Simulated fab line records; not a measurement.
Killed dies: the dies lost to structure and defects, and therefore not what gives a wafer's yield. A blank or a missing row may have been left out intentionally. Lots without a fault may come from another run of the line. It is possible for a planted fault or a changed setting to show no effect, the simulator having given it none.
fab line records	flow n5_finfet
record lots=7	wafers=39
route steps=1938 shown BEOL_M0_SAQP@676 BEOL_M0_CUTY@713 BEOL_M0@715 BEOL_M1@800 BEOL_M3@931 BEOL_M6@1198
start_h: the number of hours between the record's first day and the start of the first shown wafer of the lot	wait_h: time in hours since the lot's previous step	" as in the row above	L1.1+2: several wafers, shown together as one row	- no value present, or no start provided	* or withheld: withheld	< > ~ a bound
route shown NAME@n: NAME is a module with steps in the file, n the number in the route of the first one	usual: the fault-free wafers' mean and standard deviation	same: alike in all rows	chamber/n: place in a boat	sites: readings site by site	_std_site: the standard deviation of these	_edge_site: outer sites' mean less inner sites'	radius_mm: for every site, how far away it sits from the centre of the wafer	mask NAME#n: copy n	behind: the last tool/chamber to shape the wafer	hold: cause of the lot's hold/its duration in hours/its outcome	device: transistor that didn't switch, given as n, p or np	end of line: tests run on the same wafers once the route is complete	for a step that has no rows: nothing shown but its recipe	killed: the dies lost at the first sort to structure and to defects; this is not the yield of the wafer	map: dies across one wafer; x = killed, . = not, _ = none there
set.NAME: the run value of the setting; set.NAME@STEP: its run value at that earlier step	model.NAME: the simulator's own value behind a step, which no gauge read
one table per step and one row per wafer, for lots whose settings were changed on purpose
## steps
# step N5_BEOL_M0_SAQP_SPACER2_ALD_26
# recipe material=SiO2	target_thk_a=150	temp_c=300	ald_precursor_family=BDEAS	ald_co_reactant=O2-plasma	pulse_time_s=1	purge_time_s=2	co_reactant_purge_time_s=2	pressure_torr=2
lot.wafer	tool	chamber	start_h	wait_h	set.target_thk_a	model.SiO2_of_BEOL_M0_SAQP_SPACER2_ALD_26.thk_nm
L075.1+4+6	ald_sin-01	1,3,3	118.91	0.6	150	15
L075.2+3+5	"	0,2,2	"	"	126.7	12.6
L079.1+2+4	ald_sin-03	3,2,1	139.73	0.1	150	15
L079.3+5+6	"	0,1,2	"	"	118.3	11.8
L082.1+2+6	ald_sin-03	2,1,3	157.71	0.1	119.1	12
L082.3	"	0	"	"	150	15.2
L082.4+5	"	3,0	"	"	150	15
L088.1+4+5	ald_sin-02	0,0,1	202.84	0.1	203.5	20.4
L088.2+3+6	"	2,1,2	"	"	150	15
L092.1+3	ald_sin-02	0,1	220.87	0.1	101.5	10.2
L092.2+4+5	"	2,3,2	"	"	150	15
L092.6	"	3	"	"	101.5	10
L093.1+3	ald_sin-03	0,2	234.35	0.6	150	15
L093.6	"	1	"	"	150	14.8
L094.1+2+6	ald_sin-02	2,0,3	236.19	0.8	105.9	10.6
L094.3+4+5	"	3,0,2	"	"	150	15
# step N5_BEOL_M0_SAQP_SPACER2_ETCHBACK_27
# recipe chemistry=CHF3/O2	mode=anisotropic_etchback	target=SiO2	target_depth_a=225	time_s=11.25	pressure_mtorr=30	source_w=650	bias_w=170	Ar_flow_sccm=200	CHF3_flow_sccm=50	O2_flow_sccm=5	ion_energy_ev=200
# step N5_BEOL_M0_SAQP_MANDREL2_REMOVE_110
# recipe chemistry=HBr/Cl2/O2	bt_time_s=10	target=a-Si	stop_on=SiCN	endpoint=OES-SiCl	over_etch_frac=1	icp_w=600	bias_w=30	HBr_flow_sccm=150	Cl2_flow_sccm=80	O2_flow_sccm=5	pressure_mtorr=10
lot.wafer	tool	chamber	start_h	wait_h	set.target_thk_a@BEOL_M0_SAQP_SPACER2_ALD_26	model.BEOL_M0_SAQP.cd_nm
L075.1+6	rie_si-02	2,0	119.56	0.1	150	15
L075.2+5	"	1	"	"	126.7	12.8
L075.3	"	0	"	"	126.7	12.6
L075.4	"	3	"	"	150	14.8
L079.1+2+4	rie_si-04	1,3,0	140.36	0.1	150	15
L079.3+5	"	2,0	"	"	118.3	12
L079.6	"	3	"	"	118.3	11.8
L082.1+6	rie_si-02	3,0	158.34	0.1	119.1	11.8
L082.2	"	0	"	"	119.1	11.6
L082.3	"	1	"	"	150	15.2
L082.4+5	"	2,1	"	"	150	15
L088.1	rie_si-02	0	203.48	0.1	203.5	20.2
L088.2+3+6	"	2,1,1	"	"	150	15
L088.4+5	"	3,2	"	"	203.5	20.4
L092.1	rie_si-04	0	221.50	0.1	101.5	10.2
L092.2+5	"	1,3	"	"	150	15
L092.3	"	3	"	"	101.5	10
L092.4	"	2	"	"	150	14.8
L092.6	"	2	"	"	101.5	9.8
L093.1	rie_si-05	2	234.98	0.1	150	15
L093.3+6	"	0	"	"	150	14.8
L094.1	rie_si-04	0	236.84	0.1	105.9	10.6
L094.2+6	"	2	"	"	105.9	10.4
L094.3+4	"	1,3	"	"	150	14.8
L094.5	"	1	"	"	150	15
# step N5_BEOL_M0_SAQP_CD_MEAS_29
# recipe target_cd_nm=14.4	landing_energy_ev=1000	detector=se_inlens
# usual cd_nm=14.93/0.22
lot.wafer	tool	chamber	start_h	wait_h	set.target_thk_a@BEOL_M0_SAQP_SPACER2_ALD_26	cd_nm
L075.1	cd_sem-03	0	119.67	0.1	150	14.87
L075.2	"	0	"	"	126.7	12.35
L075.3	"	0	"	"	126.7	12.62
L075.4	"	0	"	"	150	14.65
L075.5	"	0	"	"	126.7	13.12
L075.6	"	0	"	"	150	14.77
L079.1	cd_sem-01	0	140.47	0.1	150	14.94
L079.2	"	0	"	"	150	15.10
L079.3	"	0	"	"	118.3	11.90
L079.4	"	0	"	"	150	14.66
L079.5	"	0	"	"	118.3	11.84
L079.6	"	0	"	"	118.3	11.76
L082.1	cd_sem-03	0	158.45	0.1	119.1	11.67
L082.2	"	0	"	"	119.1	11.58
L082.3	"	0	"	"	150	14.75
L082.4	"	0	"	"	150	15.06
L082.5	"	0	"	"	150	15.15
L082.6	"	0	"	"	119.1	11.75
L088.1	cd_sem-01	0	203.59	0.1	203.5	19.99
L088.2	"	0	"	"	150	15.33
L088.3	"	0	"	"	150	15.13
L088.4	"	0	"	"	203.5	20.17
L088.5	"	0	"	"	203.5	20.52
L088.6	"	0	"	"	150	15.19
L092.1	cd_sem-02	0	221.61	0.1	101.5	10.11
L092.2	"	0	"	"	150	14.84
L092.3	"	0	"	"	101.5	9.86
L092.4	"	0	"	"	150	14.64
L092.5	"	0	"	"	150	15.11
L092.6	"	0	"	"	101.5	9.98
L093.1	cd_sem-01	0	235.09	0.1	150	14.92
L093.3	"	0	"	"	150	14.56
L093.6	"	0	"	"	150	14.65
L094.1	cd_sem-03	0	236.95	0.1	105.9	10.91
L094.2	"	0	"	"	105.9	10.60
L094.3	"	0	"	"	150	14.91
L094.4	"	0	"	"	150	14.86
L094.5	"	0	"	"	150	15.02
L094.6	"	0	"	"	105.9	10.20
# step N5_BEOL_M0_SAQP_COAT_69
# recipe resist=SOC	temp_c=250	time_s=60	spin_rpm=1500	resist_thk_nm=90
# step N5_BEOL_M0_SAQP_COAT_72
# recipe resist=SiARC	temp_c=220	time_s=60	spin_rpm=1500	resist_thk_nm=15
# step N5_BEOL_M0_CUTY_ETCH_63
# recipe chemistry=N2/H2	target=SOC	target_depth_a=827	overetch_a=165	mask_material=SiARC	temp_c=40	ion_energy_ev=200	time_s=124	pressure_mtorr=30	source_w=840	bias_w=150	n2_flow_sccm=200	h2_flow_sccm=200
# step N5_BEOL_M0_CUTY_STRIP_64
# recipe chemistry=N2/H2	temp_c=40	n2_flow_sccm=200	h2_flow_sccm=200	rf_frequency_hz=6e+07
# step N5_BEOL_M0_ETCH_138
# recipe chemistry=CH3F/O2	target_depth_a=120	target=SiCN	time_s=31.6	ion_energy_ev=120	pressure_mtorr=30	source_w=395	bias_w=75	Ar_flow_sccm=150	CH3F_flow_sccm=30	O2_flow_sccm=20	ends=cleared
lot.wafer	tool	chamber	start_h	wait_h	set.target_thk_a@BEOL_M0_SAQP_SPACER2_ALD_26	model.SiO2_of_BEOL_M0_SAQP_SPACER2_ALD_26.thk_nm
L075.1+4+6	rie_diel-05	3,2,3	122.04	0.0	150	5.2
L075.2+3+5	"	1,0,0	"	"	126.7	2.8
L079.1+2+4	rie_diel-06	0,3,0	142.65	0.0	150	5.2
L079.3+5+6	"	2,3,2	"	"	118.3	2
L082.1	rie_diel-04	0	160.37	0.0	119.1	2.2
L082.2+6	"	2	"	"	119.1	2
L082.3+4	"	3,1	"	"	150	5.2
L082.5	"	3	"	"	150	5
L088.1	rie_diel-05	1	205.94	0.0	203.5	10.6
L088.2+6	"	2,1	"	"	150	5.2
L088.3	"	3	"	"	150	5.4
L088.4	"	0	"	"	203.5	10.4
L088.5	"	0	"	"	203.5	10.2
L092.1+3+6	rie_diel-04	2,0,1	223.79	0.0	101.5	1.2
L092.2+5	"	1,0	"	"	150	5.2
L092.4	"	3	"	"	150	5
L093.1+6	rie_diel-06	2,3	237.16	0.0	150	5
L093.3	"	3	"	"	150	4.8
L094.1+2+6	rie_diel-04	0,1,1	239.23	0.0	105.9	1.4
L094.3	"	3	"	"	150	5.2
L094.4+5	"	2	"	"	150	5
# step N5_BEOL_M0_HM_OPEN_105
# recipe chemistry=Cl2/BCl3	target_depth_a=120	target=TiN	ion_energy_ev=150	pressure_mtorr=10	icp_w=1000	bias_w=126	Cl2_flow_sccm=53.25	bcl3_flow_sccm=21.75	Ar_flow_sccm=25
lot.wafer	tool	chamber	start_h	wait_h	set.target_thk_a@BEOL_M0_SAQP_SPACER2_ALD_26	model.SiO2_of_BEOL_M0_SAQP_SPACER2_ALD_26.thk_nm
L075.1+4+6	rie_metal-02	0,0,1	123.89	1.8	150	2.8
L075.2+5	"	1,0	"	"	126.7	1.4
L075.3	"	1	"	"	126.7	1.2
L079.1+2	rie_metal-02	1,0	143.26	0.6	150	2.8
L079.3+5+6	"	1,0,1	"	"	118.3	1
L079.4	"	0	"	"	150	2.6
L082.1+2+6	rie_metal-03	0,1,0	161.19	0.8	119.1	1
L082.3+4	"	0,1	"	"	150	2.8
L082.5	"	1	"	"	150	2.6
L088.1	rie_metal-01	1	206.88	0.9	203.5	8.2
L088.2+6	"	0,1	"	"	150	2.8
L088.3	"	1	"	"	150	3
L088.4+5	"	0	"	"	203.5	8
L092.1+3+6	rie_metal-03	1,0,1	223.89	0.1	101.5	0.6
L092.2+5	"	0	"	"	150	2.8
L092.4	"	1	"	"	150	2.6
L093.1+6	rie_metal-02	0,1	237.27	0.1	150	2.6
L093.3	"	1	"	"	150	2.4
L094.1+2+6	rie_metal-03	0,1,0	240.37	1.1	105.9	0.6
L094.3	"	0	"	"	150	2.8
L094.4+5	"	1	"	"	150	2.6
# step N5_BEOL_M1_TRENCH_ETCH_37
# recipe chemistry=C4F6/O2	target_depth_a=552.07	target=SiOC	time_s=29	ion_energy_ev=250	pressure_mtorr=30	source_w=355	bias_w=185	Ar_flow_sccm=300	C4F6_flow_sccm=10	O2_flow_sccm=10
lot.wafer	tool	chamber	start_h	wait_h	set.target_depth_a	model.BEOL_M1.feature_depth_nm	model.etch.depth_nm	model.TiN_of_BEOL_M1_HM_DEP_02.thk_nm
L075.1	rie_diel-03	3	-	-	552.07	54.2	54.11	17.6
L075.2	"	1	"	"	846.1	82.8	82.75	16.4
L075.3	"	0	"	"	846.1	82.2	82.17	16.6
L075.4	"	1	"	"	552.07	53.8	53.89	17.4
L075.5	"	0	"	"	552.07	53.2	53.29	17.8
L075.6	"	3	"	"	846.1	83	83.03	16.4
L079.1	rie_diel-03	0	-	-	552.07	53.8	53.89	17.4
L079.2	"	1	"	"	794.3	79.2	79.15	17
L079.3	"	3	"	"	552.07	55.8	55.8	17.4
L079.4	"	2	"	"	552.07	56	55.98	18
L079.5	"	1	"	"	794.3	79.6	79.66	16.4
L079.6	"	2	"	"	794.3	81	80.97	17
L082.1	rie_diel-02	3	-	-	337.7	34.2	34.14	18.6
L082.2	"	2	"	"	552.07	54.2	54.25	17.6
L082.3	"	1	"	"	552.07	56.2	56.13	17.6
L082.4	"	0	"	"	337.7	34	33.97	18.4
L082.5	"	2	"	"	552.07	54	54.03	18
L082.6	"	1	"	"	337.7	34.8	34.71	18.4
L088.1	rie_diel-03	3	-	-	552.07	55.4	55.32	17.8
L088.2	"	0	"	"	552.07	54.2	54.11	18
L088.3	"	2	"	"	552.07	55.4	55.37	17.8
L088.4	"	1	"	"	883	87.6	87.63	16.2
L088.5	"	1	"	"	883	87.8	87.87	16.4
L088.6	"	0	"	"	883	86.8	86.78	16.4
L092.1	rie_diel-02	2	-	-	552.07	53.4	53.4	18.4
L092.2	"	0	"	"	759	75.2	75.27	17
L092.3	"	3	"	"	552.07	55	55	17.6
L092.4	"	1	"	"	552.07	54.4	54.5	18
L092.5	"	1	"	"	759	75.4	75.38	17.2
L092.6	"	2	"	"	759	72.8	72.71	17
L093.1	rie_diel-01	3	-	-	552.07	54.6	54.58	17.6
L093.3	"	1	"	"	552.07	55.6	55.63	17.6
L093.6	"	1	"	"	552.07	55.8	55.74	17.4
L094.1	rie_diel-02	0	-	-	552.07	55.4	55.43	18
L094.2	"	1	"	"	337.3	33.8	33.77	18.8
L094.3	"	3	"	"	552.07	55.2	55.21	17.8
L094.4	"	1	"	"	337.3	33.6	33.69	19
L094.5	"	3	"	"	552.07	55.2	55.18	17.8
L094.6	"	0	"	"	337.3	33.8	33.83	18.8
# step N5_BEOL_M1_ETCH_41
# recipe chemistry=CH3F/O2	target=SiCN	target_depth_a=319	taper_deg=2	time_s=57.8	ion_energy_ev=120	mask_material=TiN	pressure_mtorr=30	source_w=395	bias_w=75	Ar_flow_sccm=150	CH3F_flow_sccm=30	O2_flow_sccm=20
# step N5_BEOL_M1_STRIP_97
# recipe chemistry=N2/H2	time_s=10	power_w=450	temp_c=40	pressure_mtorr=20	rf_frequency_hz=6e+07	bias_power_w=7	n2_flow_sccm=200	h2_flow_sccm=200
# step N5_BEOL_M1_OCD_MEAS_38
# usual trench_depth_nm=55.0/1
lot.wafer	tool	chamber	start_h	wait_h	set.target_depth_a@BEOL_M1_TRENCH_ETCH_37	trench_depth_nm
L075.1	ocd-01	-	132.03	-	552.07	54.1
L075.2	"	-	"	"	846.1	82.7
L075.3	"	-	"	"	846.1	82.2
L075.4	"	-	"	"	552.07	53.8
L075.5	"	-	"	"	552.07	53.2
L075.6	"	-	"	"	846.1	83.1
L079.1	ocd-02	-	156.76	-	552.07	53.9
L079.2	"	-	"	"	794.3	79.9
L079.3	"	-	"	"	552.07	55.7
L079.4	"	-	"	"	552.07	56.3
L079.5	"	-	"	"	794.3	79.6
L079.6	"	-	"	"	794.3	81.4
L082.1	ocd-02	-	173.95	-	337.7	34.3
L082.2	"	-	"	"	552.07	53.8
L082.3	"	-	"	"	552.07	55.9
L082.4	"	-	"	"	337.7	34.3
L082.5	"	-	"	"	552.07	54.2
L082.6	"	-	"	"	337.7	35.3
L088.1	ocd-01	-	217.40	-	552.07	55.2
L088.2	"	-	"	"	552.07	54.3
L088.3	"	-	"	"	552.07	55.0
L088.4	"	-	"	"	883	87.8
L088.5	"	-	"	"	883	88.0
L088.6	"	-	"	"	883	86.7
L092.1	ocd-01	-	230.80	-	552.07	53.2
L092.2	"	-	"	"	759	75.2
L092.3	"	-	"	"	552.07	55.1
L092.4	"	-	"	"	552.07	54.0
L092.5	"	-	"	"	759	75.6
L092.6	"	-	"	"	759	72.8
L093.1	ocd-01	-	247.88	-	552.07	55.1
L093.3	"	-	"	"	552.07	55.5
L093.6	"	-	"	"	552.07	55.6
L094.1	ocd-02	-	251.66	-	552.07	55.4
L094.2	"	-	"	"	337.3	33.7
L094.3	"	-	"	"	552.07	55.2
L094.4	"	-	"	"	337.3	33.5
L094.5	"	-	"	"	552.07	55.1
L094.6	"	-	"	"	337.3	34.1
# step N5_BEOL_M3_ILD_DEP_00
# recipe material=SiOC	target_thk_a=790	temp_c=350	precursor=DEMS/O2	pressure_torr=5	rf_w=500	time_s=15.3
lot.wafer	tool	chamber	start_h	wait_h	set.time_s	model.SiOC_of_BEOL_M3_ILD_DEP_00.thk_nm
L075.1	pecvd-04	0	147.81	0.0	6.359	33.2
L075.2	"	1	"	"	6.359	32.8
L075.3	"	2	"	"	15.3	78
L075.4	"	2	"	"	15.3	79.6
L075.5	"	0	"	"	6.359	33.6
L075.6	"	1	"	"	15.3	80.8
L079.1	pecvd-04	1	172.00	0.0	15.3	78.4
L079.2	"	0	"	"	20.92	106.6
L079.3	"	2	"	"	20.92	104.8
L079.4	"	1	"	"	15.3	80
L079.5	"	0	"	"	20.92	108.8
L079.6	"	2	"	"	15.3	79.2
L082.1+3	pecvd-02	2,0	187.60	0.0	15.3	78.2
L082.2	"	1	"	"	15.3	77.4
L082.4	"	2	"	"	15.3	79.6
L082.5	"	1	"	"	15.3	79.8
L082.6	"	0	"	"	15.3	78.8
L088.1	pecvd-02	0	228.99	0.0	15.3	78.8
L088.2	"	1	"	"	15.3	79.2
L088.3	"	1	"	"	22.13	114.8
L088.4	"	0	"	"	22.13	114
L088.5	"	0	"	"	22.13	115.2
L088.6	"	1	"	"	15.3	79.6
L092.1+2	pecvd-04	0,2	245.38	0.0	15.3	79
L092.3	"	1	"	"	15.3	78.6
L092.4	"	0	"	"	15.3	80.6
L092.5	"	2	"	"	15.3	79.4
L092.6	"	1	"	"	15.3	79.6
L093.1	pecvd-02	2	264.50	0.0	15.3	78.2
L093.3	"	0	"	"	15.3	77.4
L093.6	"	0	"	"	15.3	78.8
L094.1	pecvd-02	2	267.79	0.0	15.3	77.4
L094.2	"	0	"	"	15.3	78.4
L094.3	"	1	"	"	19.37	98.6
L094.4+6	"	1,2	"	"	19.37	99.8
L094.5	"	0	"	"	15.3	79
# step N5_BEOL_M3_THK_MEAS_01
# recipe reads=SiOC_of_BEOL_M3_ILD_DEP_00
# usual M3_ILD_THK=78.9/0.91
lot.wafer	tool	chamber	start_h	wait_h	set.time_s@BEOL_M3_ILD_DEP_00	M3_ILD_THK[nm]
L075.1	film_metro-02	-	147.88	0.0	6.359	33.2
L075.2	"	-	"	"	6.359	32.8
L075.3	"	-	"	"	15.3	78.0
L075.4	"	-	"	"	15.3	79.7
L075.5	"	-	"	"	6.359	33.6
L075.6	"	-	"	"	15.3	80.8
L079.1	film_metro-01	-	172.06	0.0	15.3	78.5
L079.2	"	-	"	"	20.92	106.5
L079.3	"	-	"	"	20.92	104.7
L079.4	"	-	"	"	15.3	79.9
L079.5	"	-	"	"	20.92	108.7
L079.6	"	-	"	"	15.3	79.1
L082.1	film_metro-02	-	187.66	0.0	15.3	78.2
L082.2	"	-	"	"	15.3	77.3
L082.3	"	-	"	"	15.3	78.2
L082.4	"	-	"	"	15.3	79.5
L082.5	"	-	"	"	15.3	79.7
L082.6	"	-	"	"	15.3	78.9
L088.1	film_metro-02	-	229.08	0.1	15.3	78.9
L088.2	"	-	"	"	15.3	79.1
L088.3	"	-	"	"	22.13	114.7
L088.4	"	-	"	"	22.13	114.1
L088.5	"	-	"	"	22.13	115.4
L088.6	"	-	"	"	15.3	79.6
L092.1	film_metro-01	-	245.45	0.0	15.3	79.0
L092.2	"	-	"	"	15.3	79.0
L092.3	"	-	"	"	15.3	78.5
L092.4	"	-	"	"	15.3	80.7
L092.5	"	-	"	"	15.3	79.3
L092.6	"	-	"	"	15.3	79.8
L093.1	film_metro-01	-	264.57	0.0	15.3	78.2
L093.3	"	-	"	"	15.3	77.5
L093.6	"	-	"	"	15.3	78.9
L094.1	film_metro-01	-	267.85	0.0	15.3	77.5
L094.2	"	-	"	"	15.3	78.3
L094.3	"	-	"	"	19.37	98.7
L094.4	"	-	"	"	19.37	99.6
L094.5	"	-	"	"	15.3	79.0
L094.6	"	-	"	"	19.37	99.8
# step N5_BEOL_M6_HM_DEP_02
# recipe material=TiN	target_thk_a=200	temp_c=25	chamber_pressure_pa=0.49996
lot.wafer	tool	chamber	start_h	wait_h	set.target_thk_a	model.TiN_of_BEOL_M6_HM_DEP_02.thk_nm
L075.1+2+5+6	pvd_sputter-01	-	185.35	1.4	200	20
L075.3	"	-	"	"	200	19.8
L075.4	"	-	"	"	200	20.2
L079.1+6	pvd_sputter-03	-	208.31	0.2	92.48	9.2
L079.2	"	-	"	"	92.48	9.4
L079.3	"	-	"	"	200	19.6
L079.4	"	-	"	"	200	19.8
L079.5	"	-	"	"	200	20.2
L082.1+2	pvd_sputter-03	-	217.40	1.9	200	20.4
L082.3+6	"	-	"	"	93.63	9.8
L082.4	"	-	"	"	93.63	9.6
L082.5	"	-	"	"	200	20.2
L088.1	pvd_sputter-01	-	260.25	0.4	200	20.2
L088.2	"	-	"	"	200	20.6
L088.3	"	-	"	"	254.2	25.4
L088.4	"	-	"	"	200	20.4
L088.5	"	-	"	"	254.2	25.6
L088.6	"	-	"	"	254.2	25.8
L092.1	pvd_sputter-02	-	283.23	0.6	200	20
L092.2+3	"	-	"	"	153.4	15.2
L092.4	"	-	"	"	200	20.2
L092.5	"	-	"	"	200	19.8
L092.6	"	-	"	"	153.4	15.6
L093.1+6	pvd_sputter-01	-	294.77	0.2	200	20
L093.3	"	-	"	"	200	20.2
L094.1+3+6	pvd_sputter-03	-	302.78	1.0	246.1	24.2
L094.2+5	"	-	"	"	200	19.8
L094.4	"	-	"	"	200	19.6
# step N5_BEOL_M6_COAT_59
# recipe resist=SOC	temp_c=250	time_s=60	spin_rpm=1500	resist_thk_nm=100
# step N5_BEOL_M6_COAT_60
# recipe resist=SiARC	temp_c=220	time_s=60	spin_rpm=1500	resist_thk_nm=35
# step N5_BEOL_M6_STRIP_68
# recipe chemistry=N2/H2	temp_c=40	n2_flow_sccm=200	h2_flow_sccm=200	rf_frequency_hz=6e+07
# step N5_BEOL_M6_STRIP_67
# recipe chemistry=CF4	resist=SiARC	power_w=300	bias_power_w=75	pressure_mtorr=50	cf4_flow_sccm=150	rf_frequency_hz=6e+07
# step N5_BEOL_M6_HM_OPEN_17
# recipe chemistry=Cl2/BCl3	target_depth_a=200	overetch_a=60	target=TiN	mask_material=SOC	ion_energy_ev=150	pressure_mtorr=10	icp_w=1000	bias_w=126	Cl2_flow_sccm=53.25	bcl3_flow_sccm=21.75	Ar_flow_sccm=25
# usual oes_product_au=0.63/0.084
lot.wafer	tool	chamber	start_h	wait_h	set.target_thk_a@BEOL_M6_HM_DEP_02	oes_product_au	model.etch.depth_nm
L075.1	rie_metal-02	0	186.21	0.0	200	0.67	19.95
L075.2	"	1	"	"	200	0.55	20
L075.3	"	0	"	"	200	0.66	19.76
L075.4	"	1	"	"	200	0.55	20.15
L075.5	"	0	"	"	200	0.67	20.04
L075.6	"	1	"	"	200	0.55	20.05
L079.1	rie_metal-01	0	209.05	0.0	92.48	0.54	9.149
L079.2	"	1	"	"	92.48	0.57	9.423
L079.3	"	1	"	"	200	0.79	19.66
L079.4	"	0	"	"	200	0.77	19.75
L079.5	"	1	"	"	200	0.80	20.1
L079.6	"	0	"	"	92.48	0.55	9.225
L082.1	rie_metal-02	0	218.42	0.0	200	0.67	20.4
L082.2	"	1	"	"	200	0.56	20.39
L082.3	"	0	"	"	93.63	0.48	9.783
L082.4	"	1	"	"	93.63	0.39	9.575
L082.5	"	0	"	"	200	0.67	20.26
L082.6	"	1	"	"	93.63	0.39	9.723
L088.1	rie_metal-01	1	261.11	0.0	200	0.78	20.28
L088.2	"	0	"	"	200	0.77	20.58
L088.3	"	0	"	"	254.2	0.86	25.46
L088.4	"	1	"	"	200	0.78	20.46
L088.5	"	0	"	"	254.2	0.87	25.63
L088.6	"	1	"	"	254.2	0.88	25.82
L092.1	rie_metal-03	0	284.11	0.0	200	0.56	19.96
L092.2	"	1	"	"	153.4	0.50	15.2
L092.3	"	1	"	"	153.4	0.50	15.19
L092.4	"	0	"	"	200	0.56	20.25
L092.5	"	1	"	"	200	0.57	19.73
L092.6	"	0	"	"	153.4	0.49	15.67
L093.1	rie_metal-01	1	295.53	0.0	200	0.74	19.97
L093.3	"	0	"	"	200	0.74	20.12
L093.6	"	1	"	"	200	0.75	19.97
L094.1	rie_metal-02	0	303.70	0.0	246.1	0.72	24.19
L094.2	"	0	"	"	200	0.65	19.76
L094.3	"	0	"	"	246.1	0.72	24.18
L094.4	"	0	"	"	200	0.64	19.65
L094.5	"	0	"	"	200	0.64	19.77
L094.6	"	0	"	"	246.1	0.72	24.28
## key
split step=N5_BEOL_M0_SAQP_SPACER2_ALD_26	setting=target_thk_a	stated=150	by=wafer
response step=N5_BEOL_M0_SAQP_SPACER2_ALD_26	reading=model.SiO2_of_BEOL_M0_SAQP_SPACER2_ALD_26.thk_nm	change=+0.151	per=1%	r=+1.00
response step=N5_BEOL_M0_SAQP_MANDREL2_REMOVE_110	reading=model.BEOL_M0_SAQP.cd_nm	change=+0.151	per=1%	r=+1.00
response step=N5_BEOL_M0_SAQP_CD_MEAS_29	reading=cd_nm	change=+0.147	per=1%	r=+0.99
response step=N5_BEOL_M0_ETCH_138	reading=model.SiO2_of_BEOL_M0_SAQP_SPACER2_ALD_26.thk_nm	change=+0.136	per=1%	r=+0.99
response step=N5_BEOL_M0_HM_OPEN_105	reading=model.SiO2_of_BEOL_M0_SAQP_SPACER2_ALD_26.thk_nm	change=+0.0956	per=1%	r=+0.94
split step=N5_BEOL_M1_TRENCH_ETCH_37	setting=target_depth_a	stated=552.07	by=wafer
response step=N5_BEOL_M1_TRENCH_ETCH_37	reading=model.BEOL_M1.feature_depth_nm	change=+0.544	per=1%	r=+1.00
response step=N5_BEOL_M1_TRENCH_ETCH_37	reading=model.etch.depth_nm	change=+0.544	per=1%	r=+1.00
response step=N5_BEOL_M1_TRENCH_ETCH_37	reading=model.TiN_of_BEOL_M1_HM_DEP_02.thk_nm	change=-0.0227	per=1%	r=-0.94
response step=N5_BEOL_M1_OCD_MEAS_38	reading=trench_depth_nm	change=+0.546	per=1%	r=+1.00
split step=N5_BEOL_M3_ILD_DEP_00	setting=time_s	stated=15.3	by=wafer
response step=N5_BEOL_M3_ILD_DEP_00	reading=model.SiOC_of_BEOL_M3_ILD_DEP_00.thk_nm	change=+0.785	per=1%	r=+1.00
response step=N5_BEOL_M3_THK_MEAS_01	reading=M3_ILD_THK	change=+0.785	per=1%	r=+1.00
split step=N5_BEOL_M6_HM_DEP_02	setting=target_thk_a	stated=200	by=wafer
response step=N5_BEOL_M6_HM_DEP_02	reading=model.TiN_of_BEOL_M6_HM_DEP_02.thk_nm	change=+0.197	per=1%	r=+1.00
response step=N5_BEOL_M6_HM_OPEN_17	reading=oes_product_au	change=+0.00396	per=1%	r=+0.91
response step=N5_BEOL_M6_HM_OPEN_17	reading=model.etch.depth_nm	change=+0.198	per=1%	r=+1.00
